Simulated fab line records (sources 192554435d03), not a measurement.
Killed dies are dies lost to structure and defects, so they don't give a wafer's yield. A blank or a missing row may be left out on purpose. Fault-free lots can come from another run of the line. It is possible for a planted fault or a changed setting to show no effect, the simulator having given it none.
Split-lot trial	flow n5Finfet	route with 1938 steps; 7 lots, 39 wafers read

== SPLIT DETAILS ==
At N5_BEOL_M12_ETCH_59 (etches BARC in N2/H2, target depth 89 nm, overetch 26.7 nm, time 67.9 s), the setting targetDepthA was moved away from the recipe's 890 angstrom on 9 of the 39 wafers read, by -59.9% to +24.4%. For the rest of the wafers, this setting stayed at what the recipe calls for.

Between the split and the reading, the file records no step.

== THE READING ==
coat_of_BEOL_M12_COAT_04.thkNm (the simulator's own value, which no gauge read), in nm, at N5_BEOL_M12_VIA_ETCH_16 (etches SiOC in C4F8/O2/Ar, target depth 724.8 nm). The file gives no usual value for it. Here, 30 wafers ran the recipe; their average is 123.7 nm with a standard deviation of 4.3 nm.

wafer	tool, chamber at the split	targetDepthA as run, angstrom	against the recipe	coat_of_BEOL_M12_COAT_04.thkNm, nm	against lot-mates on the recipe
L082.2	rieDiel-03, 0,3	890	recipe	129.8	-
L082.4	rieDiel-03, 0,3	890	recipe	127.6	-
L082.6	rieDiel-03, 1	890	recipe	128.6	-
L080.1	rieDiel-03, 3	890	recipe	122.6	-
L080.2	rieDiel-03, 0	890	recipe	130.6	-
L080.3	rieDiel-03, 1	890	recipe	125	-
L080.4	rieDiel-03, 2	890	recipe	126.8	-
L080.5	rieDiel-03, 0	890	recipe	124	-
L080.6	rieDiel-03, 3	890	recipe	119.8	-
L087.1	rieDiel-03, 3	890	recipe	118	-
L087.2	rieDiel-03, 2	356.9	-59.9%	153.8	+33.5
L087.3	rieDiel-03, 1	356.9	-59.9%	152	+31.7
L087.4	rieDiel-03, 0	890	recipe	121.4	-
L087.5	rieDiel-03, 2	890	recipe	121.4	-
L087.6	rieDiel-03, 3	356.9	-59.9%	145.8	+25.5
L090.1	rieDiel-04, 1,0	890	recipe	125.8	-
L090.2	rieDiel-04, 3	890	recipe	128.4	-
L090.3	rieDiel-04, 1,0	890	recipe	127.4	-
L090.4	rieDiel-04, 2	890	recipe	118.2	-
L090.5	rieDiel-04, 3	890	recipe	127	-
L090.6	rieDiel-04, 2	890	recipe	119.4	-
L091.1	rieDiel-02, 1	603.5	-32.2%	142.6	+14.7
L091.6	rieDiel-02, 0	603.5	-32.2%	142.6	+14.7
L091.2	rieDiel-02, 0	890	recipe	132	-
L091.3	rieDiel-02, 0	890	recipe	124.8	-
L091.4	rieDiel-02, 1	890	recipe	127	-
L091.5	rieDiel-02, 1	603.5	-32.2%	135.4	+7.5
L094.1	rieDiel-04, 3	1107	+24.4%	109.4	-9.5
L094.2	rieDiel-04, 2	1107	+24.4%	106.4	-12.5
L094.3	rieDiel-04, 1	890	recipe	120.8	-
L094.4	rieDiel-04, 0	890	recipe	116.6	-
L094.5	rieDiel-04, 2	890	recipe	119.2	-
L094.6	rieDiel-04, 3	1107	+24.4%	106.8	-12.1
L095.1	rieDiel-04, 2	890	recipe	117.6	-
L095.2	rieDiel-04, 1	890	recipe	126.8	-
L095.3	rieDiel-04, 0	890	recipe	123	-
L095.4	rieDiel-04, 3	890	recipe	120.2	-
L095.5	rieDiel-04, 2	890	recipe	118.4	-
L095.6	rieDiel-04, 1	890	recipe	122	-
Where a row lists several chambers, the file gives one row for several wafers and doesn't say which wafer went through which chamber.

FIT RESULTS
A straight line over all 39 wafers: coat_of_BEOL_M12_COAT_04.thkNm changes by -0.492 nm for each +1% of targetDepthA; r = -0.92; the points scatter about the line by 4.3 nm.
The same after taking each lot's own level away (the mean of its wafers on the recipe; 39 wafers): -0.477 nm for each +1%; r = -0.95; scatter 3.2 nm.
Per that fit: largest targetDepthA move, reading shift of 29 nm.
The lots' own levels span 118.87 to 128.67 nm, that is 2.3 times the standard deviation above.
Consequently the slope shifts little with the lot-to-lot level, the two slopes agreeing.
Check: with one of the wafers moved furthest among these (-59.9%) left out of the fit, the line predicts +27 nm for it against its lot-mates. Against them it came out at +33.5 nm.

== OTHER SPLITS APPLIED TO THESE WAFERS ==
Other splits were also applied to these wafers ahead of the reading. Each is held against what the fit with the lots' levels taken away leaves over:
other split on the same wafers	wafers away from the commonest value	r with coat_of_BEOL_M12_COAT_04.thkNm (lot level and that fit taken away)
N5_BEOL_M5_ILD_DEP_00 targetThkA	15	-0.06
N5_BEOL_M7_ILD_DEP_00 targetThkA	15	-0.13

== THE WHOLE CHAIN: every reading that the file lists as answering this split, in the file's order ==
step	what it does	reading	change (the file's fit)	r (the file's)
N5_BEOL_M12_ETCH_59	etches BARC in N2/H2, target depth 89 nm, overetch 26.7 nm, time 67.9 s	coat_of_BEOL_M12_COAT_04.thkNm (the simulator's own value, which no gauge read)	-0.503 nm for each +1% of the setting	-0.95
N5_BEOL_M12_VIA_ETCH_16	etches SiOC in C4F8/O2/Ar, target depth 724.8 nm	coat_of_BEOL_M12_COAT_04.thkNm (the simulator's own value, which no gauge read)	-0.476 nm for each +1% of the setting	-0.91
N5_BEOL_M12_STRIP_63	strips in N2/H2	stripTimeToEndpointS	withheld for each +1% of the setting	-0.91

== FILE'S OWN FIT ==
coat_of_BEOL_M12_COAT_04.thkNm changes by -0.476 nm for each +1% of targetDepthA, r = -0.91.
